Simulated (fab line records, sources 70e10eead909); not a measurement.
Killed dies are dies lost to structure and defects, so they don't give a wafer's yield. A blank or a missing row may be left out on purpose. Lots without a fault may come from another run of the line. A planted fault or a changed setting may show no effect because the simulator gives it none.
Which tool did it? | flow nand_harc | 15 lots, 45 wafers sampled, at 2 steps of a route of 1302

WHAT THE GAUGES READ, wafer by wafer
NHARC_THIN_TSV_THK_MEAS_02: measures by ir. Usual: thk_nm 3000 nm, standard deviation 200.
lot  | measured     | on            | thk_nm (nm)    | flag
L465 | day 24 19:09 | film_metro-01 | 2927 3065 3051 |
L468 | day 25 12:33 | film_metro-02 | 2774 2894 2709 |
L467 | day 25 18:13 | film_metro-01 | 3120 3076 2971 |
L469 | day 26 14:55 | film_metro-01 | 2758 3172 2888 |
L473 | day 27 04:41 | film_metro-02 | 2910 2801 2722 |
L472 | day 27 09:02 | film_metro-01 | 3133 2936 2877 |
L475 | day 28 05:28 | film_metro-02 | 3508 3197 2977 |
L477 | day 29 15:23 | film_metro-02 | 2861 2764 2866 |
L478 | day 29 23:16 | film_metro-01 | 3198 3121 2805 |
L479 | day 30 00:28 | film_metro-02 | 3019 3051 3213 |
L480 | day 30 01:40 | film_metro-02 | 2969 3039 2702 |
L481 | day 31 01:46 | film_metro-02 | 3087 3328 2967 |
L484 | day 31 14:16 | film_metro-01 | 2989 2889 2851 |
L482 | day 31 15:27 | film_metro-01 | 3359 3262 3202 |
L487 | day 33 14:20 | film_metro-02 | 2856 3047 2693 |

WHICH TOOL RAN EACH LOT (tool, then ch and the chambers of the sampled wafers, then the start)
lot  | NHARC_THIN_TSV_CMP_01
L465 | cmp-02 ch 0,1,2, day 24 18:53
L468 | cmp-02 ch 0,1,2, day 25 12:20
L467 | cmp-02 ch 0,1,3, day 25 17:59
L469 | cmp-01 ch 0,2, day 26 14:39
L473 | cmp-01 ch 0,3, day 27 04:25
L472 | cmp-01 ch 0,3, day 27 08:47
L475 | cmp-01 ch 0,2,3, day 28 05:13
L477 | cmp-02 ch 0,1,3, day 29 15:07
L478 | cmp-02 ch 0,1,3, day 29 22:59
L479 | cmp-02 ch 2,3, day 30 00:12
L480 | cmp-02 ch 0,1,2, day 30 01:25
L481 | cmp-02 ch 1,2,3, day 31 01:33
L484 | cmp-02 ch 0,2, day 31 14:02
L482 | cmp-02 ch 0,1,3, day 31 15:16
L487 | cmp-02 ch 0,1,2, day 33 14:05
- NHARC_THIN_TSV_CMP_01: polishes.

WHAT THE TOOLS THEMSELVES READ (means of the sampled wafers that have a number; where no wafer has one, the mark that the record gives instead)
NHARC_THIN_TSV_CMP_01. Usual: motor_current_A 12.0 A, standard deviation 1.1; slurry_flow_ml_min 150.0, standard deviation 0.48.
lot  | tool   | motor_current_A (A) | slurry_flow_ml_min | flag
L465 | cmp-02 | 11.5                | 150.0              |
L468 | cmp-02 | 12.1                | 149.6              |
L467 | cmp-02 | 12.1                | 150.3              |
L469 | cmp-01 | 12.0                | 150.0              |
L473 | cmp-01 | 12.3                | 149.9              |
L472 | cmp-01 | 12.5                | 149.9              |
L475 | cmp-01 | 11.9                | 150.4              |
L477 | cmp-02 | 12.7                | 149.9              |
L478 | cmp-02 | 12.3                | 150.3              |
L479 | cmp-02 | 11.7                | 150.4              |
L480 | cmp-02 | 11.4                | 149.7              |
L481 | cmp-02 | 11.9                | 150.2              |
L484 | cmp-02 | 10.5                | 149.6              |
L482 | cmp-02 | 11.9                | 150.0              |
L487 | cmp-02 | 11.6                | 150.3              |

THE ANSWER, worked out from the rows above alone
Rule: a lot is off if the mean of its wafers that have a number lies more than 3 standard deviations from the usual mean. A lot without any number at a reading at which 4 lots or more have one is off too. The other lots that the step has rows for count as sound. The gauges are gone through in route order, then the tools' own readings, and for those a lot's mean is taken as printed above. The first step at which some lot is off is used, and at that step the reading that is off furthest; a lot without a number counts as furthest.
No lot is off at any reading shown: from this, nothing can be told.

WHAT THE SIMULATOR HAD PUT IN
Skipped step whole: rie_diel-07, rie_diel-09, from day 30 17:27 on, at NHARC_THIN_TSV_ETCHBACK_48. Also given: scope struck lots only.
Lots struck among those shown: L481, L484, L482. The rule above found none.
